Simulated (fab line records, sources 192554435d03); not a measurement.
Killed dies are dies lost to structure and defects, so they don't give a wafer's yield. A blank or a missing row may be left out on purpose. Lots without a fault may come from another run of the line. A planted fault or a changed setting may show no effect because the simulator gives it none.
Split-lot experiment | flow n5_finfet | 7 lots, 21 wafers read, on a route of 1938 steps

THE SPLIT
At N5_BEOL_M8_PECVD_70 (deposits SiO2 from TEOS/O2, target thk 20 nm, time 22.7 s), the setting temp_c was moved away from the recipe's 400 C on 10 of the 21 wafers read, by -3.7% to +2.9%. The other wafers ran this setting at the recipe's value.

FROM THE SPLIT TO THE READING: what the file shows between them, 3 steps
- N5_BEOL_M8_HM_DEP_02: deposits TiN, target thk 20 nm
- N5_BEOL_M8_COAT_59: time 60 s, resist thk 100 nm
- N5_BEOL_M8_STRIP_80: strips in N2/H2, time 10 s

THE READING
SiO2_of_BEOL_M8_PECVD_70.thk_nm (the simulator's own value, which no gauge read), in nm, at N5_BEOL_M8_HM_STRIP_39 (strips TiN in peroxide tin strip, target depth 25 nm, time 158 s). The file gives no usual value for it. The 11 wafers here that ran the recipe average 19.8 nm, standard deviation 0.31 nm.

wafer  | tool, chamber at the split | temp_c as run, C | against the recipe | SiO2_of_BEOL_M8_PECVD_70.thk_nm, nm | against lot-mates on the recipe
L074.3 | pecvd-03, 1                | 390.2            | -2.5%              | 21.6                                | +1.6
L074.5 | pecvd-03, 0                | 400              | recipe             | 20                                  | -
L074.6 | pecvd-03, 1                | 390.2            | -2.5%              | 21.8                                | +1.8
L078.2 | pecvd-01, 2                | 400              | recipe             | 19.6                                | -
L078.6 | pecvd-01, 2                | 400              | recipe             | 19.6                                | -
L078.5 | pecvd-01, 1                | 400              | recipe             | 20                                  | -
L079.1 | pecvd-01, 1                | 409.2            | +2.3%              | 18.6                                | no lot-mate on the recipe
L079.2 | pecvd-01, 0                | 409.2            | +2.3%              | 18.2                                | no lot-mate on the recipe
L079.3 | pecvd-01, 2                | 409.2            | +2.3%              | 18.4                                | no lot-mate on the recipe
L085.1 | pecvd-03, 1                | 400              | recipe             | 20.2                                | -
L085.3 | pecvd-03, 0                | 400              | recipe             | 19.8                                | -
L085.6 | pecvd-03, 1                | 391.4            | -2.2%              | 21.4                                | +1.4
L096.2 | pecvd-01, 2                | 400              | recipe             | 19.4                                | -
L096.3 | pecvd-01, 1                | 385.1            | -3.7%              | 21.4                                | +2.0
L096.6 | pecvd-01, 2                | 385.1            | -3.7%              | 21.6                                | +2.2
L094.4 | pecvd-03, 2                | 400              | recipe             | 19.8                                | -
L094.5 | pecvd-03, 1                | 400              | recipe             | 20.2                                | -
L094.6 | pecvd-03, 0                | 411.5            | +2.9%              | 18.6                                | -1.4
L097.2 | pecvd-01, 0                | 400              | recipe             | 19.2                                | -
L097.3 | pecvd-01, 2                | 400              | recipe             | 19.6                                | -
L097.4 | pecvd-01, 1                | 391.5            | -2.1%              | 21.2                                | +1.8

THE FIT
A straight line over all 21 wafers: SiO2_of_BEOL_M8_PECVD_70.thk_nm changes by -0.566 nm for each +1% of temp_c; r = -0.95; the points scatter about the line by 0.36 nm.
The same after taking each lot's own level away (the mean of its wafers on the recipe; 18 wafers): -0.593 nm for each +1%; r = -0.98; scatter 0.23 nm.
On that fit, the largest move of temp_c shifts the reading by 2.2 nm.
The lots' own levels span 19.40 to 20.00 nm, that is 2.0 times the standard deviation above.
So the lot-to-lot level changes the slope little: the two slopes agree.
Check: with one of the wafers moved furthest among these (-3.7%) left out of the fit, the line predicts +2.37 nm for it against its lot-mates. It came out at +2 nm against them.

OTHER SPLITS ON THESE WAFERS
These wafers also went through other splits before the reading. Each is held against what the fit with the lots' levels taken away leaves over:
other split on the same wafers   | wafers away from the commonest value | r with SiO2_of_BEOL_M8_PECVD_70.thk_nm (lot level and that fit taken away)
N5_BEOL_M5_VIA_ETCH_34 bias_w    | 6                                    | +0.05
N5_BEOL_M5_TRENCH_ETCH_37 time_s | 9                                    | +0.34
N5_BEOL_M6_DESCUM_33 time_s      | 11                                   | -0.04
N5_BEOL_M7_DESCUM_33 time_s      | 5                                    | +0.01
N5_BEOL_M8_ILD_DEP_00 time_s     | 9                                    | -0.35

THE WHOLE CHAIN: every reading that the file lists as answering this split, in the file's order
step                   | what it does                                                     | reading                                                                          | change (the file's fit)               | r (the file's)
N5_BEOL_M8_PECVD_70    | deposits SiO2 from TEOS/O2, target thk 20 nm, time 22.7 s        | SiO2_of_BEOL_M8_PECVD_70.thk_nm (the simulator's own value, which no gauge read) | -0.621 nm for each +1% of the setting | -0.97
N5_BEOL_M8_HM_STRIP_39 | strips TiN in peroxide tin strip, target depth 25 nm, time 158 s | SiO2_of_BEOL_M8_PECVD_70.thk_nm (the simulator's own value, which no gauge read) | -0.613 nm for each +1% of the setting | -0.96

THE FILE'S OWN FIT
SiO2_of_BEOL_M8_PECVD_70.thk_nm changes by -0.613 nm for each +1% of temp_c, r = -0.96.
